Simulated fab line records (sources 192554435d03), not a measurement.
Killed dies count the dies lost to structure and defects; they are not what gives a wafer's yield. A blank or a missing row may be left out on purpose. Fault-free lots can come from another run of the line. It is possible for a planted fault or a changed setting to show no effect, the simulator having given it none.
Struck lot and sound lot, side by side    flow n5-finfet    36 out of 1938 route steps
Sound: wafers L680.2, L680.5, L680.6. The struck wafers were L670.4, L670.5, L670.6. Last of all comes the cause.
For every step that has rows: the tool of each side, followed by ch and its chambers, followed by its first start. Under that, the readings that differ: sound wafers    struck wafers    difference of the means    sigmas: that difference in standard deviations of wafers without a fault.
alike: words and numbers the same on both sides, and readings whose means are apart by under 2 such deviations; not compared: readings that were withheld, readings missing a value for some wafer, numbers with overlapping values and no deviation given by the record, and bounds like >300 which may hide the same value.
Wherever a step has rows on one side only, a row that says differs or no value, or a row with sigmas, the two part there. Numbers that don't overlap but have no deviation are shown without sigmas and don't part them. A reading missing from all wafers of one side parts the sides only when that side holds two or more wafers.

first, 9 steps without rows for these wafers: N5_BEOL_M4_ANNEAL_95 (time 240 s); N5_BEOL_M4_SPUTTER_96 (material Cu, target thk 4.5 nm, time 8.29 s); N5_BEOL_M4_ECD_50 (material Cu, target thk 300 nm); N5_BEOL_M4_ANNEAL_51 (time 90 s); N5_BEOL_M4_CMP_52 (polishes, stops on SiOC, t overpolish 6.8 s, target thk 40 nm); N5_BEOL_M4_PRE_CLEAN_60 (time 15 s); N5_BEOL_M4_CO_CAP_55 (material Co, precursor CCTBA/H2, target thk 2 nm, time 102.1 s); N5_BEOL_M4_PRE_CLEAN_56 (time 15 s); N5_BEOL_M4_DEP_57 (deposits SiCN from 3MS/NH3, target thk 8 nm, time 14 s).
N5_BEOL_M4_RC_MEAS_101:
  sound on prober-02 ch 0, day 12 13:11; struck on prober-01 ch 0, day 9 17:30
reading         sound           struck          difference  sigmas
DIBL_P (mV/V)   36.9 35.6 34.2  40.8 40.9 39.6  +4.9        +2
IOFF_P (nA/um)  0.19 0.17 0.16  0.27 0.27 0.25  +0.09       +3
ION_N (uA/um)   669 663 664     684 691 692     +24         +2
ION_P (uA/um)   458 458 453     474 475 475     +18         +3
VT_P (mV)       -255 -253 -253  -245 -245 -247  +8          +2
  alike: DIBL_N, IOFF_N, SS_N, SS_P, VT_N
then, 24 steps without rows for these wafers: N5_BEOL_M5_ILD_DEP_00 (deposits SiCOH lowk from DEMS/porogen, target thk 140.64 nm, time 25.9 s); N5_BEOL_M5_CURE_79 (cures SiCOH lowk, time 240 s); N5_BEOL_M5_PECVD_70 (deposits SiO2 from TEOS/O2, target thk 16 nm, time 18 s); N5_BEOL_M5_HM_DEP_02 (deposits TiN, target thk 20 nm); N5_BEOL_M5_COAT_59 (time 60 s, resist thk 60 nm); N5_BEOL_M5_COAT_60 (time 60 s, resist thk 12 nm); N5_BEOL_M5_COAT_71 (time 60 s, resist thk 5 nm); N5_BEOL_M5_COAT_05 (resist thk 30 nm); N5_BEOL_M5_EBR_07; N5_BEOL_M5_SOFTBAKE_06 (time 60 s); N5_BEOL_M5_EXPOSE_08 (exposes mask M5, target cd 28 nm); N5_BEOL_M5_PEB_09 (peb time 60 s); N5_BEOL_M5_DEVELOP_10 (develop time 30 s); N5_BEOL_M5_DESCUM_16 (chemistry O2, time 7 s); N5_BEOL_M5_ETCH_72 (etches underlayer in N2/H2, target depth 6.5 nm, time 5.2 s); N5_BEOL_M5_ETCH_61 (etches SiARC in CF4, target depth 15.6 nm, time 26 s); N5_BEOL_M5_ETCH_62 (etches SOC in N2/H2, target depth 75 nm, overetch 15 nm, time 112.5 s); N5_BEOL_M5_STRIP_63 (strips in N2/H2); N5_BEOL_M5_STRIP_73 (strips in N2/H2); N5_BEOL_M5_STRIP_64 (strips in CF4); N5_BEOL_M5_HM_OPEN_17 (chemistry Cl2/BCl3, target TiN, target depth 20 nm, overetch 6 nm); N5_BEOL_M5_STRIP_19 (strips in O2); N5_BEOL_M5_COAT_65 (time 60 s, resist thk 60 nm); N5_BEOL_M5_COAT_66 (time 60 s, resist thk 12 nm).
N5_BEOL_M7_DEP_56: deposits SiCN from 3MS/NH3, target thk 10 nm, time 17.5 s.
  sound on pecvd-04 ch 0,1, day 13 18:14; struck on pecvd-02 ch 0,1,2, day 10 18:29
  no value came back on the struck wafers for chamber-pressure-Torr (Torr), rf-fwd-power-W (W), showerhead-plenum-p-Torr (Torr), throttle-valve-pct (%); on the sound wafers chamber-pressure-Torr (Torr) reads 3.003 3.002 3.002
-- the record jumps here: 3 days lie between the struck wafers' starts before and after (it left off in module BEOL_M7 and takes up again in module PASSIVATION, whose first step shown is number 1936 of the route) --
N5_PASSIVATION_PROBE_49:
  the record has rows for the struck wafers here (prober-01, day 13 18:31) and none for the sound ones

WHERE THEY PART
First at N5_BEOL_M4_RC_MEAS_101; last, within this record, at N5_PASSIVATION_PROBE_49.

WHY: what had been put in by the simulator
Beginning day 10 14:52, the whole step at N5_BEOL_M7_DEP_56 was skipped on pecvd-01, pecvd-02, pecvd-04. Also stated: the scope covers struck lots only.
